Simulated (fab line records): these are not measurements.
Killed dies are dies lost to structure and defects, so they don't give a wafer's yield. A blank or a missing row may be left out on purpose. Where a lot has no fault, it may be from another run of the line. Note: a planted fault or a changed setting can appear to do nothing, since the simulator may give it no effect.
fab line records	flow n5Finfet
record lots=24	wafers=72	lastDay=18
route steps=1938 shown BEOL_M10@1487 BEOL_M11@1539
lots that met no fault: from a run of the same line without faults
startH: hours from the record's first day to the start of the lot's first wafer shown	waitH: hours elapsed since this lot's preceding step	" repeats the value in the row above	L1.1+2: a single row standing in for several wafers	- no value, or no start was given	* or withheld: withheld	< > ~ a bound
route shown NAME@n: NAME is a module with steps in the file, n the number in the route of the first one	usual: average and standard deviation across the fault-free wafers	same: alike in all rows	chamber/n: place in a boat	sites: the reading at each site	_std_site: their standard deviation	_edge_site: the outer-site mean with the inner-site mean subtracted	radiusMm: for every site, how far away it sits from the centre of the wafer	mask NAME#n: copy n	behind: the most recent tool/chamber to have shaped the wafer	hold: what put the lot on hold/how long, in hours/how the hold closed	device: the transistor (n, p or np) that didn't switch	end of line: tests of these same wafers at the route's end	a step without rows: its recipe alone	killed: dies that structure and defects cost at the first sort, which is not the same as the wafer's yield	map: a wafer's dies, marking killed ones x, the rest . and places with no die _
set.NAME: the run value of the setting; set.NAME@STEP: its run value at that earlier step	model.NAME: the simulator's own value behind a step, which no gauge read
the route's steps for a sample of lots (tables are steps, rows are wafers)
services: a tool's chamber out of use, with start hour (startH, from the record's first day; less than 0 if before it), hours out, and reason
## steps
# step N5_BEOL_M10_ETCH_61
# recipe chemistry=CF4	target=SiARC	targetDepthA=390	maskMaterial=CAR-ArF	timeS=65	ionEnergyEv=80	pressureMtorr=40	sourceW=545	biasW=36	Ar_flow_sccm=100	cf4FlowSccm=100	ends=cleared
# usual drypumpMotorCurrentA=6.0/0.59	etchRfOnTimeS=65.1/1.6	oesProductAu=0.68/0.084	rfVppV=184.4/1.2	showerheadPlenumPTorr=2.17/0.076	throttleValvePct=15.53/0.22
lot.wafer	tool	chamber	startH	waitH	drypumpMotorCurrentA	etchRfOnTimeS	oesProductAu	rfHoursCounterH	rfVppV	showerheadPlenumPTorr	throttleValvePct
L074.2	rieDiel-05	1	235.15	0.0	6.5	66.3	0.59	226	183.4	2.11	15.33
L074.5	"	2	"	"	5.6	67.6	0.59	-	184.6	2.21	15.86
L074.6	"	1	"	"	6.5	66.3	0.59	-	184.6	2.11	15.34
L075.2	rieDiel-01	2	238.14	0.0	4.9	65.4	0.59	213	184.0	2.04	15.63
L075.3	"	0	"	"	6.8	66.5	0.61	189	184.9	2.14	15.78
L075.5	"	0	"	"	6.8	66.6	0.61	-	183.5	2.14	15.80
L076.1	rieDiel-05	1	253.66	0.0	6.5	65.6	0.59	234	184.3	2.10	15.35
L076.2	"	3	"	"	6.2	62.9	0.86	2	184.3	2.28	15.21
L076.5	"	0	"	"	5.6	64.2	0.81	-	184.8	2.20	15.54
L077.1	rieDiel-02	0	253.84	0.0	6.2	65.3	0.59	229	184.5	2.21	15.46
L077.2	"	1	"	"	6.5	65.1	0.75	45	184.7	2.27	15.28
L077.5	"	0	"	"	6.2	65.0	0.59	-	184.3	2.21	15.47
L078.1	rieDiel-05	3	257.42	0.0	6.2	63.5	0.84	3	185.8	2.28	15.22
L078.4	"	3	"	"	6.2	63.7	0.84	-	185.0	2.28	15.20
L078.6	"	0	"	"	5.6	64.8	0.81	-	184.0	2.20	15.54
L081.2	rieDiel-01	3	267.02	0.0	5.1	64.6	0.69	83	182.9	2.09	15.43
L081.5	"	1	"	"	6.1	63.6	0.68	-	185.8	2.24	15.58
L081.6	"	0	"	"	6.8	68.0	0.60	-	183.7	2.14	15.79
L082.1	rieDiel-05	3	277.91	0.0	6.2	63.5	0.82	10	184.2	2.28	15.22
L082.5	"	3	"	"	6.2	62.9	0.81	-	184.8	2.28	15.22
L082.6	"	2	"	"	5.6	66.6	0.59	-	185.9	2.21	15.88
L080.1	rieDiel-01	0	281.13	0.0	6.8	67.1	0.60	204	183.5	2.13	15.82
L080.3	"	2	"	"	4.9	66.1	0.59	224	182.1	2.03	15.67
L080.4	"	3	"	"	5.1	63.2	0.70	87	183.5	2.09	15.45
L079.2	rieDiel-05	2	281.43	0.0	5.5	66.9	0.58	222	184.8	2.20	15.88
L079.3	"	3	"	"	6.2	63.5	0.82	11	185.1	2.28	15.21
L079.4	"	1	"	"	6.5	66.5	0.58	244	183.9	2.10	15.38
L084.1	rieDiel-01	2	284.54	0.0	4.9	67.2	0.58	226	183.4	2.03	15.67
L084.3	"	3	"	"	5.1	63.3	0.70	88	184.1	2.09	15.44
L084.6	"	1	"	"	6.2	63.0	0.68	-	185.0	2.23	15.62
L083.1	rieDiel-05	2	293.63	0.0	5.5	66.9	0.58	226	185.5	2.20	15.88
L083.3	"	3	"	"	6.2	63.7	0.80	16	186.1	2.28	15.23
L083.4	"	0	"	"	5.6	64.5	0.80	27	186.4	2.19	15.57
L086.3	rieDiel-02	0	297.11	0.0	6.2	65.7	0.58	244	184.8	2.20	15.49
L086.4	"	3	"	"	6.0	64.3	0.72	71	184.3	2.27	15.71
L086.5	"	3	"	"	6.0	64.2	0.73	-	186.9	2.27	15.73
L085.1	rieDiel-01	1	301.63	0.0	6.1	62.2	0.68	137	185.2	2.23	15.63
L085.3	"	3	"	"	5.1	63.2	0.69	94	184.7	2.09	15.45
L085.6	"	0	"	"	6.8	67.4	0.59	-	183.5	2.13	15.82
L090.2	rieDiel-01	0	310.17	0.0	6.8	67.9	0.59	214	184.0	2.13	15.83
L090.4	"	1	"	"	6.1	62.7	0.67	140	184.4	2.23	15.64
L090.6	"	0	"	"	6.8	68.7	0.59	-	183.8	2.13	15.84
L087.1	rieDiel-01	1	317.00	0.0	6.2	63.0	0.67	143	185.0	2.23	15.63
L087.4	"	2	"	"	4.9	67.0	0.58	237	184.5	2.03	15.70
L087.5	"	0	"	"	6.8	67.7	0.59	-	184.2	2.13	15.84
L088.1	rieDiel-02	1	320.82	0.0	6.5	65.4	0.72	71	187.5	2.26	15.35
L088.3	"	1	"	"	6.5	66.2	0.71	-	186.1	2.26	15.34
L088.6	"	2	"	"	5.7	64.8	0.65	-	183.2	2.13	15.59
L089.1	rieDiel-01	2	325.89	0.0	4.9	65.3	0.58	241	182.0	2.03	15.70
L089.3	"	0	"	"	6.8	67.2	0.58	221	184.5	2.13	15.85
L089.5	"	1	"	"	6.2	62.7	0.66	-	185.7	2.23	15.66
L092.4	rieDiel-01	1	339.45	0.0	6.1	63.2	0.66	153	186.7	2.23	15.65
L092.5	"	0	"	"	6.8	68.0	0.58	-	184.8	2.13	15.85
L092.6	"	3	"	"	5.1	64.3	0.67	-	182.7	2.09	15.49
L091.1	rieDiel-02	1	339.53	0.1	6.5	63.9	0.72	78	185.2	2.26	15.37
L091.5	"	1	"	"	6.5	65.3	0.70	-	184.7	2.26	15.37
L091.6	"	1	"	"	6.5	64.2	0.72	-	186.0	2.26	15.37
L093.2	rieDiel-02	1	340.84	0.0	6.5	65.9	0.71	79	186.9	2.26	15.37
L093.4	"	2	"	"	5.6	64.1	0.65	-	183.2	2.13	15.60
L093.5	"	3	"	"	6.0	63.9	0.73	-	185.1	2.27	15.74
L094.2	rieDiel-05	3	354.04	0.0	6.2	65.0	0.75	41	184.0	2.27	15.28
L094.4	"	0	"	"	5.6	65.2	0.76	-	185.4	2.18	15.63
L094.6	"	1	"	"	6.5	65.7	0.77	-	184.3	2.09	14.91
L095.1	rieDiel-01	0	366.73	0.0	6.8	67.7	0.58	240	184.4	2.12	15.87
L095.4	"	3	"	"	5.1	64.4	0.67	-	182.0	2.08	15.50
L095.5	"	1	"	"	6.2	63.7	0.65	-	184.8	2.22	15.68
L097.4	rieDiel-02	2	368.73	0.0	5.7	64.8	0.65	148	184.5	2.13	15.61
L097.5	"	0	"	"	6.2	66.2	0.79	-	184.1	2.20	14.98
L097.6	"	1	"	"	6.5	66.1	0.69	-	186.9	2.25	15.39
L096.2	rieDiel-05	1	369.29	0.0	6.5	64.4	0.78	17	184.5	2.09	14.93
L096.4	"	0	"	"	5.6	64.3	0.76	57	185.0	2.18	15.63
L096.6	"	2	"	"	5.6	65.1	0.83	-	183.6	2.19	15.42
# step N5_BEOL_M10_CD_MEAS_18
# recipe pitchNm=140	targetCdNm=70
# usual cdNm=69.8/0.75
lot.wafer	tool	chamber	startH	waitH	cdNm
L074.2	cdSem-01	-	235.57	0.1	69.0
L074.5	"	-	"	"	68.3
L074.6	"	-	"	"	69.1
L075.2	cdSem-01	-	238.56	0.1	69.4
L075.3	"	-	"	"	70.2
L075.5	"	-	"	"	70.3
L076.1	cdSem-03	-	254.10	0.0	70.7
L076.2	"	-	"	"	70.2
L076.5	"	-	"	"	69.9
L077.1	cdSem-02	-	254.26	0.0	69.6
L077.2	"	-	"	"	69.7
L077.5	"	-	"	"	69.6
L078.1	cdSem-02	-	257.84	0.0	69.2
L078.4	"	-	"	"	70.1
L078.6	"	-	"	"	69.7
L081.2	cdSem-01	-	267.44	0.1	68.5
L081.5	"	-	"	"	69.0
L081.6	"	-	"	"	68.9
L082.1	cdSem-02	-	278.44	0.0	69.4
L082.5	"	-	"	"	69.2
L082.6	"	-	"	"	69.5
L080.1	cdSem-03	-	281.62	0.0	68.7
L080.3	"	-	"	"	69.9
L080.4	"	-	"	"	69.1
L079.2	cdSem-02	-	281.85	0.1	69.8
L079.3	"	-	"	"	70.2
L079.4	"	-	"	"	71.2
L084.1	cdSem-02	-	284.97	0.0	69.4
L084.3	"	-	"	"	67.9
L084.6	"	-	"	"	71.0
L083.1	cdSem-01	-	294.05	0.0	69.3
L083.3	"	-	"	"	68.4
L083.4	"	-	"	"	69.8
L086.3	cdSem-02	-	297.58	0.1	68.2
L086.4	"	-	"	"	68.4
L086.5	"	-	"	"	68.3
L085.1	cdSem-01	-	302.05	0.0	69.9
L085.3	"	-	"	"	69.3
L085.6	"	-	"	"	69.1
L090.2	cdSem-03	-	310.59	0.1	69.6
L090.4	"	-	"	"	70.1
L090.6	"	-	"	"	69.9
L087.1	cdSem-01	-	317.49	0.1	70.5
L087.4	"	-	"	"	70.9
L087.5	"	-	"	"	69.1
L088.1	cdSem-03	-	321.35	0.0	71.2
L088.3	"	-	"	"	70.5
L088.6	"	-	"	"	70.7
L089.1	cdSem-02	-	326.31	0.0	69.9
L089.3	"	-	"	"	69.7
L089.5	"	-	"	"	70.9
L092.4	cdSem-03	-	339.88	0.1	70.6
L092.5	"	-	"	"	69.6
L092.6	"	-	"	"	69.9
L091.1	cdSem-02	-	340.44	0.0	70.4
L091.5	"	-	"	"	70.2
L091.6	"	-	"	"	71.0
L093.2	cdSem-02	-	341.36	0.1	69.8
L093.4	"	-	"	"	70.4
L093.5	"	-	"	"	70.6
L094.2	cdSem-02	-	354.52	0.1	68.9
L094.4	"	-	"	"	69.8
L094.6	"	-	"	"	70.4
L095.1	cdSem-01	-	367.14	0.0	69.0
L095.4	"	-	"	"	69.3
L095.5	"	-	"	"	70.5
L097.4	cdSem-03	-	369.25	0.1	69.5
L097.5	"	-	"	"	69.4
L097.6	"	-	"	"	70.1
L096.2	cdSem-03	-	369.77	0.1	69.9
L096.4	"	-	"	"	70.2
L096.6	"	-	"	"	69.5
# step N5_BEOL_M10_OCD_MEAS_38
# usual trenchDepthNm=149/3.1
lot.wafer	tool	chamber	startH	waitH	trenchDepthNm
L074.2	ocd-01	-	239.46	-	151
L074.5	"	-	"	"	152
L074.6	"	-	"	"	146
L075.2	ocd-01	-	239.63	-	152
L075.3	"	-	"	"	149
L075.5	"	-	"	"	152
L076.1	ocd-02	-	256.82	-	151
L076.2	"	-	"	"	151
L076.5	"	-	"	"	151
L077.1	ocd-01	-	257.07	-	150
L077.2	"	-	"	"	145
L077.5	"	-	"	"	149
L078.1	ocd-01	-	259.86	-	149
L078.4	"	-	"	"	144
L078.6	"	-	"	"	149
L081.2	ocd-02	-	268.52	-	150
L081.5	"	-	"	"	150
L081.6	"	-	"	"	149
L082.1	ocd-02	-	279.93	-	151
L082.5	"	-	"	"	145
L082.6	"	-	"	"	148
L079.2	ocd-02	-	283.36	-	146
L079.3	"	-	"	"	147
L079.4	"	-	"	"	153
L080.1	ocd-01	-	283.74	-	145
L080.3	"	-	"	"	151
L080.4	"	-	"	"	154
L084.1	ocd-01	-	287.43	-	149
L084.3	"	-	"	"	145
L084.6	"	-	"	"	145
L083.1	ocd-02	-	295.02	-	151
L083.3	"	-	"	"	150
L083.4	"	-	"	"	148
L086.3	ocd-01	-	300.67	-	144
L086.4	"	-	"	"	151
L086.5	"	-	"	"	151
L085.1	ocd-01	-	303.68	-	151
L085.3	"	-	"	"	149
L085.6	"	-	"	"	145
L090.2	ocd-02	-	311.68	-	144
L090.4	"	-	"	"	149
L090.6	"	-	"	"	150
L087.1	ocd-01	-	319.31	-	150
L087.4	"	-	"	"	144
L087.5	"	-	"	"	154
L088.1	ocd-01	-	322.53	-	150
L088.3	"	-	"	"	145
L088.6	"	-	"	"	152
L089.1	ocd-02	-	331.14	-	143
L089.3	"	-	"	"	149
L089.5	"	-	"	"	142
L092.4	ocd-02	-	340.89	-	144
L092.5	"	-	"	"	144
L092.6	"	-	"	"	151
L091.1	ocd-01	-	343.10	-	150
L091.5	"	-	"	"	152
L091.6	"	-	"	"	146
L093.2	ocd-02	-	343.19	-	148
L093.4	"	-	"	"	152
L093.5	"	-	"	"	152
L094.2	ocd-02	-	355.92	-	146
L094.4	"	-	"	"	146
L094.6	"	-	"	"	143
L095.1	ocd-02	-	370.90	-	150
L095.4	"	-	"	"	151
L095.5	"	-	"	"	149
L097.4	ocd-02	-	371.37	-	148
L097.5	"	-	"	"	152
L097.6	"	-	"	"	150
L096.2	ocd-01	-	371.59	-	143
L096.4	"	-	"	"	147
L096.6	"	-	"	"	144
# step N5_BEOL_M10_SPUTTER_48
# recipe material=Cu	targetThkA=120	tempC=-20	biasV=60	powerW=26000	chamberPressurePa=0.13	timeS=2
# usual throttleValvePct=30.1/1
lot.wafer	tool	chamber	startH	waitH	throttleValvePct
L074.2	pvdSputter-02	-	243.19	2.2	29.4
L074.5	"	-	"	"	31.6
L074.6	"	-	"	"	29.5
L075.2	pvdSputter-02	-	243.27	2.1	29.9
L075.3	"	-	"	"	31.5
L075.5	"	-	"	"	31.4
L076.1	pvdSputter-01	-	260.04	1.5	31.0
L076.2	"	-	"	"	29.8
L076.5	"	-	"	"	31.1
L077.1	pvdSputter-01	-	260.78	0.1	29.3
L077.2	"	-	"	"	31.1
L077.5	"	-	"	"	29.5
L078.1	pvdSputter-01	-	261.16	0.1	29.9
L078.4	"	-	"	"	30.9
L078.6	"	-	"	"	30.7
L081.2	pvdSputter-02	-	270.98	1.2	30.1
L081.5	"	-	"	"	27.9
L081.6	"	-	"	"	29.9
L082.1	pvdSputter-01	-	281.45	0.1	30.7
L082.5	"	-	"	"	30.5
L082.6	"	-	"	"	30.1
L079.2	pvdSputter-03	-	284.91	0.1	29.8
L079.3	"	-	"	"	31.7
L079.4	"	-	"	"	29.1
L080.1	pvdSputter-03	-	285.39	0.4	30.5
L080.3	"	-	"	"	32.0
L080.4	"	-	"	"	29.6
L084.1	pvdSputter-02	-	289.36	0.7	31.5
L084.3	"	-	"	"	29.8
L084.6	"	-	"	"	30.0
L083.1	pvdSputter-03	-	296.96	0.1	29.1
L083.3	"	-	"	"	31.7
L083.4	"	-	"	"	29.8
L086.3	pvdSputter-02	-	302.14	0.1	30.0
L086.4	"	-	"	"	28.1
L086.5	"	-	"	"	29.8
L085.1	pvdSputter-01	-	306.69	0.1	29.9
L085.3	"	-	"	"	31.2
L085.6	"	-	"	"	29.8
L090.2	pvdSputter-03	-	315.35	0.7	29.0
L090.4	"	-	"	"	30.7
L090.6	"	-	"	"	29.2
L087.1	pvdSputter-03	-	321.22	0.2	31.7
L087.4	"	-	"	"	29.2
L087.5	"	-	"	"	29.7
L088.1	pvdSputter-02	-	325.68	0.1	29.4
L088.3	"	-	"	"	28.0
L088.6	"	-	"	"	29.6
L089.1	pvdSputter-03	-	332.54	0.2	29.9
L089.3	"	-	"	"	31.9
L089.5	"	-	"	"	29.7
L092.4	pvdSputter-03	-	342.63	0.0	31.6
L092.5	"	-	"	"	30.6
L092.6	"	-	"	"	29.8
L091.1	pvdSputter-02	-	346.63	0.1	29.5
L091.5	"	-	"	"	29.8
L091.6	"	-	"	"	31.5
L093.2	pvdSputter-02	-	346.71	0.1	27.9
L093.4	"	-	"	"	29.5
L093.5	"	-	"	"	29.9
L094.2	pvdSputter-03	-	359.36	0.1	31.8
L094.4	"	-	"	"	29.2
L094.6	"	-	"	"	31.5
L095.1	pvdSputter-03	-	372.23	0.1	29.6
L095.4	"	-	"	"	31.5
L095.5	"	-	"	"	29.0
L097.4	pvdSputter-03	-	374.26	1.5	29.1
L097.5	"	-	"	"	29.0
L097.6	"	-	"	"	31.8
L096.2	pvdSputter-01	-	374.47	0.1	29.7
L096.4	"	-	"	"	30.5
L096.6	"	-	"	"	31.1
# step N5_BEOL_M10_DEP_56
# recipe material=SiCN	targetThkA=150	tempC=withheld	precursor=3MS/NH3	pressureTorr=3	rfW=202	timeS=26.5
# usual chamberPressureTorr=3.000/0.0064	showerheadPlenumPTorr=3.665/0.014	throttleValvePct=9.0/0.34
lot.wafer	tool	chamber	startH	waitH	chamberPressureTorr	showerheadPlenumPTorr	throttleValvePct
L074.2	pecvd-03	0	244.15	0.0	3.008	3.655	8.6
L074.5	"	1	"	"	2.997	3.698	9.1
L074.6	"	0	"	"	3.009	3.660	8.9
L075.2	pecvd-03	0	244.44	0.0	2.984	3.656	8.5
L075.3	"	2	"	"	2.999	3.667	8.3
L075.5	"	2	"	"	3.002	3.656	8.4
L076.1	pecvd-04	1	261.09	0.0	3.000	3.649	9.5
L076.2	"	0	"	"	3.005	3.678	9.1
L076.5	"	1	"	"	2.992	3.654	9.4
L077.1	pecvd-02	1	262.04	0.0	2.996	3.656	8.7
L077.2	"	0	"	"	2.994	3.657	8.8
L077.5	"	0	"	"	3.005	3.660	8.9
L078.1	pecvd-02	2	262.31	0.0	3.002	3.670	9.0
L078.4	"	2	"	"	2.992	3.682	9.0
L078.6	"	1	"	"	2.998	3.642	8.7
L081.2	pecvd-04	2	271.86	0.0	3.008	3.654	9.2
L081.5	"	0	"	"	2.994	3.676	9.0
L081.6	"	2	"	"	3.002	3.667	9.3
L082.1	pecvd-02	0	282.40	0.0	2.995	3.668	8.6
L082.5	"	1	"	"	3.001	3.644	8.9
L082.6	"	2	"	"	3.000	3.667	8.8
L079.2	pecvd-04	1	285.97	0.0	2.992	3.653	9.4
L079.3	"	0	"	"	2.994	3.682	9.2
L079.4	"	1	"	"	3.005	3.662	9.4
L080.1	pecvd-02	2	286.33	0.0	3.003	3.679	8.6
L080.3	"	0	"	"	2.997	3.657	8.6
L080.4	"	2	"	"	2.999	3.669	8.7
L084.1	pecvd-02	2	290.24	0.0	2.992	3.678	8.4
L084.3	"	1	"	"	3.011	3.653	8.5
L084.6	"	0	"	"	3.007	3.663	8.9
L083.1	pecvd-02	1	297.84	0.0	3.018	3.642	8.6
L083.3	"	0	"	"	3.000	3.673	9.2
L083.4	"	2	"	"	3.004	3.682	8.6
L086.3	pecvd-02	1	303.06	0.0	2.991	3.651	8.6
L086.4	"	1	"	"	2.996	3.643	8.8
L086.5	"	0	"	"	3.003	3.660	8.7
L085.1	pecvd-04	1	307.69	0.0	2.999	3.661	9.4
L085.3	"	2	"	"	3.006	3.658	9.0
L085.6	"	2	"	"	3.014	3.673	9.5
L090.2	pecvd-04	0	316.30	0.0	2.997	3.685	9.4
L090.4	"	0	"	"	2.998	3.674	9.2
L090.6	"	2	"	"	3.000	3.666	9.3
L087.1	pecvd-04	1	322.12	0.0	3.000	3.665	9.4
L087.4	"	1	"	"	3.004	3.655	9.5
L087.5	"	0	"	"	3.001	3.674	9.3
L088.1	pecvd-03	1	326.56	0.0	3.000	3.704	9.4
L088.3	"	2	"	"	3.002	3.659	8.4
L088.6	"	0	"	"	3.002	3.671	8.7
L089.1	pecvd-03	2	333.62	0.0	2.995	3.661	8.7
L089.3	"	0	"	"	2.998	3.670	8.7
L089.5	"	2	"	"	3.004	3.658	8.7
L092.4	pecvd-04	1	343.95	0.0	2.993	3.659	9.4
L092.5	"	0	"	"	3.005	3.679	9.1
L092.6	"	2	"	"	2.996	3.660	9.5
L091.1	pecvd-04	1	347.51	0.0	3.002	3.644	9.3
L091.5	"	2	"	"	2.997	3.670	9.6
L091.6	"	0	"	"	3.008	3.675	9.1
L093.2	pecvd-02	1	347.59	0.0	3.004	3.634	8.5
L093.4	"	1	"	"	2.995	3.649	8.5
L093.5	"	2	"	"	2.983	3.673	8.7
L094.2	pecvd-03	0	360.24	0.0	2.998	3.666	8.9
L094.4	"	0	"	"	2.996	3.668	8.7
L094.6	"	1	"	"	3.004	3.694	9.5
L095.1	pecvd-04	1	373.14	0.0	3.004	3.661	9.3
L095.4	"	0	"	"	3.006	3.682	9.2
L095.5	"	2	"	"	2.994	3.661	9.2
L097.4	pecvd-02	0	375.29	0.0	3.015	3.669	8.7
L097.5	"	0	"	"	2.997	3.651	8.6
L097.6	"	1	"	"	3.001	3.641	8.6
L096.2	pecvd-04	2	375.40	0.0	2.993	3.661	9.3
L096.4	"	1	"	"	2.997	3.663	9.2
L096.6	"	0	"	"	3.003	3.678	9.4
# step N5_BEOL_M11_PECVD_70
# recipe material=SiO2	targetThkA=200	tempC=400	precursor=TEOS/O2	pressureTorr=5.5	rfW=450	teosFlowSccm=53.8	gas=O2	flowSccm=3000	timeS=22.7
# usual chamberPressureTorr=5.500/0.012	heaterPowerW=706/74	showerheadPlenumPTorr=8.82/0.072	throttleValvePct=22.7/1.4
lot.wafer	tool	chamber	startH	waitH	chamberPressureTorr	heaterPowerW	showerheadPlenumPTorr	throttleValvePct
L074.2	pecvd-03	0	244.91	0.0	5.486	728	8.77	21.3
L074.5	"	2	"	"	5.487	684	8.73	20.7
L074.6	"	1	"	"	5.488	774	8.95	22.6
L075.2	pecvd-03	1	245.21	0.0	5.498	686	8.95	22.6
L075.3	"	0	"	"	5.484	781	8.78	21.7
L075.5	"	1	"	"	5.522	700	8.98	22.7
L077.1	pecvd-04	1	262.81	0.0	5.490	600	8.73	23.3
L077.2	"	2	"	"	5.510	804	8.77	22.8
L077.5	"	0	"	"	5.492	728	8.85	23.0
L076.1	pecvd-01	0	263.29	0.0	5.490	634	8.86	24.6
L076.2	"	2	"	"	5.503	716	8.82	20.1
L076.5	"	1	"	"	5.519	552	8.87	24.2
L078.1	pecvd-04	1	263.56	0.0	5.525	646	8.73	23.2
L078.4	"	1	"	"	5.534	678	8.72	23.0
L078.6	"	2	"	"	5.497	786	8.77	23.0
L081.2	pecvd-01	0	273.11	0.0	5.502	701	8.85	25.2
L081.5	"	2	"	"	5.472	734	8.82	20.2
L081.6	"	0	"	"	5.486	704	8.87	25.1
L082.1	pecvd-04	0	283.17	0.0	5.508	726	8.83	23.1
L082.5	"	1	"	"	5.505	613	8.71	23.3
L082.6	"	0	"	"	5.487	723	8.84	23.3
L079.2	pecvd-04	0	286.74	0.0	5.498	685	8.84	22.8
L079.3	"	2	"	"	5.518	840	8.76	22.9
L079.4	"	0	"	"	5.505	711	8.84	22.9
L080.1	pecvd-03	1	287.10	0.0	5.505	750	8.95	23.2
L080.3	"	2	"	"	5.488	599	8.72	20.9
L080.4	"	2	"	"	5.504	589	8.74	20.8
L084.1	pecvd-04	0	291.00	0.0	5.509	613	8.85	22.8
L084.3	"	1	"	"	5.483	664	8.72	23.2
L084.6	"	0	"	"	5.477	608	8.84	23.0
L083.1	pecvd-01	2	298.60	0.0	5.519	715	8.84	20.2
L083.3	"	1	"	"	5.500	620	8.87	24.6
L083.4	"	2	"	"	5.493	746	8.81	20.2
L086.3	pecvd-03	1	303.93	0.0	5.518	759	8.97	23.1
L086.4	"	1	"	"	5.505	763	8.95	23.2
L086.5	"	0	"	"	5.515	767	8.79	21.8
L085.1	pecvd-01	1	308.93	0.0	5.492	619	8.87	24.8
L085.3	"	2	"	"	5.506	754	8.84	20.5
L085.6	"	1	"	"	5.480	586	8.90	24.8
L090.2	pecvd-03	2	317.06	0.0	5.506	652	8.75	21.0
L090.4	"	2	"	"	5.502	658	8.74	20.9
L090.6	"	0	"	"	5.504	825	8.78	21.7
L087.1	pecvd-01	1	322.91	0.0	5.504	578	8.88	24.4
L087.4	"	1	"	"	5.503	569	8.88	24.5
L087.5	"	0	"	"	5.496	740	8.85	25.1
L088.1	pecvd-03	1	327.35	0.0	5.518	683	8.96	22.7
L088.3	"	2	"	"	5.515	611	8.75	21.0
L088.6	"	2	"	"	5.482	604	8.75	21.0
L089.1	pecvd-03	2	334.87	0.0	5.502	660	8.77	21.1
L089.3	"	1	"	"	5.483	787	8.94	23.2
L089.5	"	0	"	"	5.517	843	8.74	21.7
L092.4	pecvd-04	2	345.20	0.1	5.507	738	8.79	23.2
L092.5	"	0	"	"	5.497	709	8.85	23.2
L092.6	"	1	"	"	5.482	740	8.71	23.3
L091.1	pecvd-01	1	348.27	0.0	5.498	545	8.87	24.4
L091.5	"	0	"	"	5.501	736	8.88	24.9
L091.6	"	2	"	"	5.504	822	8.83	20.6
L093.2	pecvd-04	0	348.83	0.0	5.494	644	8.86	22.9
L093.4	"	1	"	"	5.506	663	8.71	23.4
L093.5	"	2	"	"	5.496	728	8.77	23.0
L094.2	pecvd-03	1	361.02	0.0	5.500	799	8.95	23.2
L094.4	"	0	"	"	5.486	736	8.75	21.9
L094.6	"	2	"	"	5.498	692	8.74	21.1
L095.1	pecvd-01	0	373.91	0.0	5.500	736	8.85	24.9
L095.4	"	2	"	"	5.496	814	8.84	20.1
L095.5	"	1	"	"	5.533	618	8.85	24.5
L097.4	pecvd-04	2	376.07	0.1	5.483	816	8.78	23.3
L097.5	"	0	"	"	5.512	753	8.83	23.0
L097.6	"	1	"	"	5.510	744	8.74	23.0
L096.2	pecvd-03	2	376.16	0.0	5.512	591	8.73	21.2
L096.4	"	2	"	"	5.511	587	8.73	21.2
L096.6	"	2	"	"	5.503	591	8.75	21.0
## services
tool	chamber	startH	hours	kind
pecvd-01	0	221.01	1.7	repair
pecvd-01	-	224.83	0.8	repair
pecvd-04	-	227.99	28.1	pm
pecvd-01	-	243.92	14.6	pm
rieDiel-05	2	248.35	14.3	repair
pecvd-03	1	252.32	5.5	scheduledDown
rieDiel-01	2	252.54	8.2	repair
pecvd-04	-	272.95	0.7	repair
pecvd-01	1	289.14	3.5	repair
pvdSputter-02	-	305.59	2.2	repair
rieDiel-02	2	306.72	4.8	repair
pecvd-03	0	307.67	5.5	scheduledDown
pecvd-01	-	310.82	0.3	repair
rieDiel-02	3	317.48	4.5	repair
pecvd-04	2	320.66	16.5	scheduledDown
pvdSputter-01	-	326.95	3.2	repair
rieDiel-02	3	329.20	11.3	repair
pecvd-04	0	331.85	8.1	repair
rieDiel-02	2	332.84	7.0	repair
pecvd-04	-	348.15	0.5	repair
pvdSputter-02	-	360.36	9.0	repair
pecvd-02	2	365.17	18.7	repair
pvdSputter-02	-	373.64	2.1	repair
pecvd-03	0	375.16	2.1	scheduledDown
## key
fault none
